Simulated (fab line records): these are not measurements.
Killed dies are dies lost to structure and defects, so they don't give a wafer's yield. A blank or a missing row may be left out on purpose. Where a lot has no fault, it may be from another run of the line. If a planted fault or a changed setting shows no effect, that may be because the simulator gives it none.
fab line records	flow nandHarc
record: lots: 7	wafers: 21	lastDay: 24
route steps=1159 shown P_ZERO_WELL@61 P_STI@69 END@1159
lots that met no fault: from a run of the same line without faults
startH: hours from the record's opening day to when the first of the lot's shown wafers began	waitH: time in hours since the lot's previous step	" same as the row above	L1.1+2: one row covering several wafers at once	- no value present, or no start provided	* or withheld: withheld	< > ~ a bound
route shown NAME@n: NAME is a module with steps in the file, n the number in the route of the first one	usual: mean/standard deviation taken from wafers without a fault	same: alike in all rows	chamber/n: place in a boat	sites: each site's reading	_std_site: the values' standard deviation	_edge_site: mean of outer sites minus mean of inner sites	radiusMm: how far each site lies from the wafer's centre	mask NAME#n: copy n	behind: tool/chamber where the wafer was last shaped	hold: why the lot went on hold/how many hours it stayed there/how the hold came to an end	device: which transistor (n, p or np) failed to switch	end of line: the tests these same wafers got at the end of their route	a step given without rows: its recipe and nothing more	killed: not the wafer's yield, but the dies lost to structure and defects at the first sort	map: a wafer's dies, x killed, . not, _ none there
set.NAME: the run value of the setting; set.NAME@STEP: its run value at that earlier step	model.NAME: the simulator's own value behind a step, which no gauge read
certain route steps with their lots: each step a table, each wafer a row
services: the hour from which a tool's chamber was out of use, counted from the record's first day as startH (under 0 if before that day), plus the number of hours and why
== steps ==
step: NHARC_P_ZERO_WELL_DESCUM_54
recipe: timeS: 3	o2FlowSccm: 200	arFlowSccm: 0	biasPowerW: 0	chemistry: O2
usual: drypumpMotorCurrentA: 5.9/0.39	oesProductAu: 0.999/0.0065	rfVppV: 57.6/0.75	showerheadPlenumPTorr: 1.88/0.046	throttleValvePct: 11.311/0.0085
lot.wafer	tool	chamber	startH	waitH	drypumpMotorCurrentA	oesProductAu	rfHoursCounterH	rfVppV	showerheadPlenumPTorr	throttleValvePct
L159.1	rieDiel-10	0	29.93	-	5.4	0.991	2	59.0	1.85	11.317
L159.4	"	1	"	"	5.5	1.001	1	56.9	1.88	11.321
L159.6	"	2	"	"	6.0	1.002	-	57.6	1.88	11.307
L163.3	rieDiel-10	3	54.19	-	6.1	1.003	3	58.2	1.80	11.312
L163.2	"	0	"	"	5.4	0.998	3	57.2	1.85	11.314
L163.4	"	1	"	"	5.5	1.004	2	56.4	1.88	11.312
L164.3	rieDiel-07	2	60.46	-	5.2	0.996	0	56.5	1.92	11.297
L164.2	"	3	"	"	6.7	1.003	0	59.1	1.85	11.296
L164.1	"	0	"	"	5.8	1.004	0	58.5	1.86	11.321
L173.5	rieDiel-07	3	113.91	-	6.7	1.002	-	58.0	1.85	11.314
L173.6	"	1	"	"	5.6	1.003	-	56.8	1.91	11.308
L173.4	"	2	"	"	5.2	0.986	-	57.7	1.92	11.318
L174.2	rieDiel-09	3	120.00	-	6.2	1.002	2	57.9	1.98	11.316
L174.3	"	0	"	"	6.0	0.987	2	57.9	1.85	11.314
L174.1	"	1	"	"	6.0	0.998	2	56.9	1.85	11.315
L176.1	rieDiel-10	2	132.00	-	6.0	0.999	6	58.0	1.88	11.300
L176.4	"	0	"	"	5.4	0.999	8	57.7	1.85	11.308
L176.5	"	2	"	"	6.0	0.991	-	57.7	1.88	11.303
L178.1	rieDiel-07	2	143.75	-	5.2	0.989	7	57.7	1.92	11.316
L178.5	"	1	"	"	5.7	0.997	-	58.0	1.91	11.315
L178.6	"	2	"	"	5.2	0.997	-	57.5	1.92	11.311
step: NHARC_P_ZERO_WELL_IMPLANT_55
recipe: energyKev: 180	doseCm2: 8e+11	tiltDeg: 7
step: NHARC_P_ZERO_WELL_IMPLANT_61
recipe: energyKev: 30	doseCm2: 5e+11	tiltDeg: 7
step: NHARC_P_ZERO_WELL_STRIP_56
recipe: timeS: 840	tempC: 130	chemistry: SPM
step: NHARC_P_ZERO_WELL_PRECLEAN_68
recipe: timeS: 60	tempC: 50	bathAgeMin: 0	chemistry: SC1
step: NHARC_P_ZERO_WELL_SRD_69
step: NHARC_P_ZERO_WELL_RTA_42
recipe: tempC: 1100	timeS: 300
usual: lampPowerPct: 35.0/1.8	lamp_zone_3_pct: 35.0/1.8	lamp_zone_7_pct: 35.3/1.8	wafer_temp_C_max: 1106.3/1.9
lot.wafer	tool	chamber	startH	waitH	lampPowerPct	lamp_zone_3_pct	lamp_zone_7_pct	wafer_temp_C_max
L159.1	rtpAnneal-01	0	30.88	-	36.9	37.0	37.3	1104.2
L159.4	"	0	"	"	36.9	36.9	37.2	1103.9
L159.6	"	0	"	"	36.9	37.0	37.3	1104.2
L163.2	rtpAnneal-02	0	55.26	-	33.4	33.3	33.6	1107.3
L163.3	"	0	"	"	33.3	33.3	33.6	1109.6
L163.4	"	0	"	"	33.3	33.3	33.7	1106.8
L164.1	rtpAnneal-01	0	61.43	-	37.0	36.9	37.3	1104.1
L164.2	"	0	"	"	36.9	36.9	37.3	1104.3
L164.3	"	0	"	"	36.9	36.9	37.2	1104.1
L173.4	rtpAnneal-02	0	115.43	-	33.3	33.3	33.7	1108.3
L173.5	"	0	"	"	33.3	33.3	33.6	1107.4
L173.6	"	0	"	"	33.4	33.3	33.6	1108.6
L174.1	rtpAnneal-01	0	120.97	-	36.9	36.9	37.2	1106.1
L174.2	"	0	"	"	36.9	36.9	37.2	1104.3
L174.3	"	0	"	"	36.9	36.9	37.3	1105.4
L176.1	rtpAnneal-01	0	132.97	-	37.0	36.8	37.3	1104.6
L176.4	"	0	"	"	36.9	36.9	37.3	1105.1
L176.5	"	0	"	"	36.9	36.9	37.3	1105.6
L178.1	rtpAnneal-02	0	144.72	-	33.3	33.4	33.6	1106.4
L178.5	"	0	"	"	33.4	33.3	33.6	1108.8
L178.6	"	0	"	"	33.3	33.3	33.6	1108.6
step: NHARC_P_ZERO_WELL_INSPECT_43
usual: rawDefectCount: 15/7.1
lot.wafer	tool	chamber	startH	waitH	rawDefectCount
L159.1	defectInspect-01	-	31.56	0.6	13
L159.4	"	-	"	"	23
L159.6	"	-	"	"	10
L163.2	defectInspect-01	-	55.84	0.5	23
L163.3	"	-	"	"	16
L163.4	"	-	"	"	5
L164.1	defectInspect-02	-	62.11	0.6	17
L164.2	"	-	"	"	16
L164.3	"	-	"	"	10
L173.4	defectInspect-02	-	115.79	0.2	13
L173.5	"	-	"	"	18
L173.6	"	-	"	"	7
L174.1	defectInspect-02	-	121.65	0.6	10
L174.2	"	-	"	"	7
L174.3	"	-	"	"	9
L176.1	defectInspect-02	-	133.65	0.6	13
L176.4	"	-	"	"	21
L176.5	"	-	"	"	11
L178.1	defectInspect-02	-	145.40	0.6	6
L178.5	"	-	"	"	21
L178.6	"	-	"	"	18
step: NHARC_P_STI_ETCH_26
recipe: targetDepthA: 110	chemistry: dHF	material: SiO2
step: NHARC_P_STI_PRECLEAN_27
recipe: timeS: *	tempC: 50	bathAgeMin: 0	chemistry: SC1
step: NHARC_P_STI_SRD_28
step: NHARC_P_STI_OXIDE_29
recipe: targetThkA: 100	tempC: 900	oxTimeS: 1362	material: SiO2
step: NHARC_P_STI_HM_DEP_30
recipe: targetThkA: 800	tempC: 790	pressureMtorr: 300	timeS: 873	material: Si3N4
usual: spikeTcLowerC: 791.1/1.7	susceptorTempC: 790.1/0.32	zonePowerUpperPct: 12.5/1.3
lot.wafer	tool	chamber	startH	waitH	spikeTcLowerC	susceptorTempC	zonePowerUpperPct
L159.1	lpcvd-01	1	40.69	3.6	789.1	790.0	12.4
L159.4	"	1	"	"	791.2	789.7	12.4
L159.6	"	1	"	"	789.3	790.2	12.6
L159.1	lpcvd-01	1	44.51	0.5	790.1	790.2	12.5
L159.4	"	1	"	"	789.9	789.9	12.6
L159.6	"	1	"	"	790.4	790.1	12.6
L163.2	lpcvd-02	1	69.28	3.6	788.4	790.1	15.0
L163.3	"	1	"	"	791.9	790.1	15.0
L163.4	"	1	"	"	790.8	790.1	14.8
L163.2	lpcvd-01	1	73.77	1.2	790.0	790.3	12.6
L163.3	"	1	"	"	790.5	790.0	12.4
L163.4	"	1	"	"	788.4	789.9	12.4
L164.1	lpcvd-01	0	73.77	3.6	791.6	790.1	11.4
L164.2	"	0	"	"	792.8	790.1	11.3
L164.3	"	0	"	"	793.5	790.5	11.2
L164.1	lpcvd-01	0	77.55	0.5	794.7	789.8	11.2
L164.2	"	0	"	"	792.2	789.3	11.2
L164.3	"	0	"	"	791.2	789.7	11.4
L173.4	lpcvd-02	0	127.68	3.6	788.7	790.1	14.3
L173.5	"	0	"	"	788.9	790.5	14.2
L173.6	"	0	"	"	787.5	790.4	14.0
L174.1	lpcvd-01	1	139.87	3.6	788.8	789.9	12.4
L174.2	"	1	"	"	791.5	790.6	12.3
L174.3	"	1	"	"	789.0	790.5	12.2
L176.1	lpcvd-01	0	149.40	3.6	792.7	790.1	11.1
L176.4	"	0	"	"	792.3	791.0	11.3
L176.5	"	0	"	"	791.7	789.9	11.3
L178.1	lpcvd-01	0	156.72	3.6	792.0	790.1	11.5
L178.5	"	0	"	"	791.5	789.8	11.4
L178.6	"	0	"	"	793.7	790.4	11.2
step: NHARC_P_STI_DEHYDRATE_01
recipe: tempC: 150	timeS: 120
step: NHARC_END_SORT_01
recipe: tempC: 25
usual: killedAtArray: 29/11	killedAtOther: 0.6/0.92	killedAtPeriphery: 3.2/2	killedDies: 33/11	killedOpen: 3.2/2	killedShort: 1.9/1.5
same: grossDies: 677
lot.wafer	tool	chamber	startH	waitH	killedAtArray	killedAtOther	killedAtPeriphery	killedDies	killedOpen	killedShort
L159.1	prober-02	0	459.46	2.5	18	0	659	677	2	3
L159.4	prober-02	0	461.82	3.4	17	2	658	677	6	3
L159.6	prober-02	0	463.39	3.9	25	0	652	677	2	1
L164.1	prober-02	0	484.86	2.6	12	2	663	677	2	1
L164.2	prober-02	0	485.67	2.9	15	2	660	677	3	3
L164.3	prober-02	0	486.48	3.2	11	0	666	677	2	0
L163.2	prober-01	0	485.60	2.8	36	1	640	677	0	0
L163.3	prober-01	0	486.40	3.1	35	0	642	677	1	0
L163.4	prober-01	0	487.20	3.4	43	0	634	677	4	2
killed by level:class
L159.1 P_STI:areaDep=657 A_CHANNEL_HOLE_D1:chamberFilmFlake=8 A_ONON_D1:geometricParticle:short=2 A_STAIRCASE:chamberFilmFlake=2 A_CONTACT:chamberFilmFlake=2 P_M0:geometricParticle:open=1 A_WL_FILL:geometricParticle:short=1 A_BLC:geometricParticle:open=1
L159.4 P_STI:areaDep=654 A_CHANNEL_HOLE_D1:chamberFilmFlake=10 A_M0:geometricParticle:open=2 A_STAIRCASE:chamberFilmFlake=2 P_M0:geometricParticle:open=1 P_M1:geometricParticle:short=1 P_M2:geometricParticle:open=1 A_WL_FILL:geometricParticle:short=1
L159.6 P_STI:areaDep=648 A_CHANNEL_HOLE_D1:chamberFilmFlake=17 A_STAIRCASE:chamberFilmFlake=4 P_GATE:chamberFilmFlake=2 P_M0:geometricParticle:open=1 P_M2:geometricParticle:open=1 A_WL_FILL:geometricParticle:short=1 A_ZERO_WELL:chamberFilmFlake=1
L164.1 P_STI:areaDep=659 A_STAIRCASE:chamberFilmFlake=4 A_CONTACT:chamberFilmFlake=3 A_CHANNEL_FILL_D1:geometricParticle:open=2 P_ZERO_WELL:chamberFilmFlake=2 A_WL_FILL:chamberFilmFlake=2 THIN_TSV:chamberFilmFlake=2 A_CHANNEL_FILL_D1:geometricParticle:short=1
L163.2 P_STI:areaDep=633 A_SLIT:chamberFilmFlake=13 A_CHANNEL_HOLE_D1:chamberFilmFlake=12 A_SGD_CUT:chamberFilmFlake=5 P_STI:chamberFilmFlake=4 A_CONTACT:chamberFilmFlake=3 A_STAIRCASE:chamberFilmFlake=2 P_GATE:chamberFilmFlake=1
L164.2 P_STI:areaDep=657 A_CHANNEL_HOLE_D1:chamberFilmFlake=4 A_WL_FILL:geometricParticle:short=2 A_STAIRCASE:chamberFilmFlake=2 A_CONTACT:chamberFilmFlake=2 THIN_TSV:chamberFilmFlake=2 P_M0:geometricParticle:open=1 A_ONON_D1:geometricParticle:open=1
L163.3 P_STI:areaDep=640 A_CHANNEL_HOLE_D1:chamberFilmFlake=15 A_SLIT:chamberFilmFlake=14 A_SGD_CUT:chamberFilmFlake=3 P_STI:chamberFilmFlake=2 A_CONTACT:chamberFilmFlake=2 A_M0:geometricParticle:open=1
L164.3 P_STI:areaDep=662 P_ZERO_WELL:chamberFilmFlake=3 A_STAIRCASE:chamberFilmFlake=3 A_CHANNEL_HOLE_D1:chamberFilmFlake=2 A_CONTACT:chamberFilmFlake=2 P_STI:geometricParticle:open=1 A_CONTACT:geometricParticle:open=1 A_ZERO_WELL:chamberFilmFlake=1
L163.4 P_STI:areaDep=624 A_CHANNEL_HOLE_D1:chamberFilmFlake=22 A_SLIT:chamberFilmFlake=9 P_STI:chamberFilmFlake=5 A_CONTACT:chamberFilmFlake=4 A_STAIRCASE:chamberFilmFlake=3 A_CONTACT:geometricParticle:short=2 A_SGD_CUT:chamberFilmFlake=2
map L159.1 (x killed, . not)
____________x____________
_________xxxxxxx_________
_______xxxxxxxxxxx_______
______xxxxxxxxxxxxx______
_____xxxxxxxxxxxxxxx_____
____xxxxxxxxxxxxxxxxx____
____xxxxxxxxxxxxxxxxx____
___xxxxxxxxxxxxxxxxxxx___
___xxxxxxxxxxxxxxxxxxx___
__xxxxxxxxxxxxxxxxxxxxx__
__xxxxxxxxxxxxxxxxxxxxx__
_xxxxxxxxxxxxxxxxxxxxxxx_
_xxxxxxxxxxxxxxxxxxxxxxx_
_xxxxxxxxxxxxxxxxxxxxxxx_
_xxxxxxxxxxxxxxxxxxxxxxx_
_xxxxxxxxxxxxxxxxxxxxxxx_
xxxxxxxxxxxxxxxxxxxxxxxxx
xxxxxxxxxxxxxxxxxxxxxxxxx
xxxxxxxxxxxxxxxxxxxxxxxxx
xxxxxxxxxxxxxxxxxxxxxxxxx
xxxxxxxxxxxxxxxxxxxxxxxxx
_xxxxxxxxxxxxxxxxxxxxxxx_
_xxxxxxxxxxxxxxxxxxxxxxx_
_xxxxxxxxxxxxxxxxxxxxxxx_
_xxxxxxxxxxxxxxxxxxxxxxx_
_xxxxxxxxxxxxxxxxxxxxxxx_
__xxxxxxxxxxxxxxxxxxxxx__
__xxxxxxxxxxxxxxxxxxxxx__
___xxxxxxxxxxxxxxxxxxx___
___xxxxxxxxxxxxxxxxxxx___
____xxxxxxxxxxxxxxxxx____
____xxxxxxxxxxxxxxxxx____
_____xxxxxxxxxxxxxxx_____
______xxxxxxxxxxxxx______
_______xxxxxxxxxxx_______
_________xxxxxxx_________
____________x____________
map L163.2 (x killed, . not)
____________x____________
_________xxxxxxx_________
_______xxxxxxxxxxx_______
______xxxxxxxxxxxxx______
_____xxxxxxxxxxxxxxx_____
____xxxxxxxxxxxxxxxxx____
____xxxxxxxxxxxxxxxxx____
___xxxxxxxxxxxxxxxxxxx___
___xxxxxxxxxxxxxxxxxxx___
__xxxxxxxxxxxxxxxxxxxxx__
__xxxxxxxxxxxxxxxxxxxxx__
_xxxxxxxxxxxxxxxxxxxxxxx_
_xxxxxxxxxxxxxxxxxxxxxxx_
_xxxxxxxxxxxxxxxxxxxxxxx_
_xxxxxxxxxxxxxxxxxxxxxxx_
_xxxxxxxxxxxxxxxxxxxxxxx_
xxxxxxxxxxxxxxxxxxxxxxxxx
xxxxxxxxxxxxxxxxxxxxxxxxx
xxxxxxxxxxxxxxxxxxxxxxxxx
xxxxxxxxxxxxxxxxxxxxxxxxx
xxxxxxxxxxxxxxxxxxxxxxxxx
_xxxxxxxxxxxxxxxxxxxxxxx_
_xxxxxxxxxxxxxxxxxxxxxxx_
_xxxxxxxxxxxxxxxxxxxxxxx_
_xxxxxxxxxxxxxxxxxxxxxxx_
_xxxxxxxxxxxxxxxxxxxxxxx_
__xxxxxxxxxxxxxxxxxxxxx__
__xxxxxxxxxxxxxxxxxxxxx__
___xxxxxxxxxxxxxxxxxxx___
___xxxxxxxxxxxxxxxxxxx___
____xxxxxxxxxxxxxxxxx____
____xxxxxxxxxxxxxxxxx____
_____xxxxxxxxxxxxxxx_____
______xxxxxxxxxxxxx______
_______xxxxxxxxxxx_______
_________xxxxxxx_________
____________x____________
== services ==
tool	chamber	startH	hours	kind
rieDiel-10	0	8.50	-	clean
rieDiel-10	1	8.50	-	clean
rieDiel-10	2	8.50	-	clean
rieDiel-10	3	8.50	-	clean
rieDiel-10	2	30.06	2.9	repair
rieDiel-07	0	30.42	-	clean
rieDiel-07	1	30.42	-	clean
rieDiel-07	2	30.42	-	clean
rieDiel-07	3	30.42	-	clean
rieDiel-10	0	33.00	-	clean
rieDiel-10	1	33.00	-	clean
rieDiel-10	2	33.00	-	clean
rieDiel-10	3	33.00	-	clean
rieDiel-09	1	44.83	23.5	repair
rieDiel-07	-	51.20	9.0	pm
rieDiel-07	2	61.90	10.6	repair
rieDiel-09	-	77.10	9.0	pm
rieDiel-10	1	104.25	3.8	repair
rieDiel-07	0	105.43	8.5	repair
rieDiel-09	3	126.59	25.4	repair
rieDiel-09	1	134.57	4.0	repair
rieDiel-10	-	148.39	0.6	repair
rieDiel-07	3	149.70	3.9	repair
rieDiel-09	1	153.34	21.4	repair
== key ==
firstSign: step: NHARC_P_STI_HM_DEP_30	reading: visit	direction: added
effect: step: NHARC_END_SORT_01	reading: killedAtPeriphery	direction: up	sigmas: 99+	usual: 3.2	struck: 652.7
moreKillsBornAt: NHARC_P_STI_HM_DEP_30@lpcvd-01: 5834
metAt NHARC_P_STI_HM_DEP_30
struckWafers L159.1,L159.4,L159.6,L163.2,L163.3,L163.4,L164.1,L164.2,L164.3
laterRowsLeftOut L159.1,L159.4,L159.6,L163.2,L163.3,L163.4,L164.1,L164.2,L164.3
testerLeftOut L159,L163,L164
fault: kind: repeatedStepWhole	tool: lpcvd-01,lpcvd-02	chamber: -	onsetH: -	steps: NHARC_P_STI_HM_DEP_30	times: 1	scope: struckLotsOnly
testerLeftOut: of these lots the tester's yield and bins aren't shown, on N5 and GAA mostly nor the transistor test; their killed dies are dies lost to structure and defects alone, not to doping, threshold or leakage, so they don't give the yield
laterRowsLeftOut: the simulator's readings of these wafers behind a module that went badly wrong aren't trusted and aren't shown, but for the sort
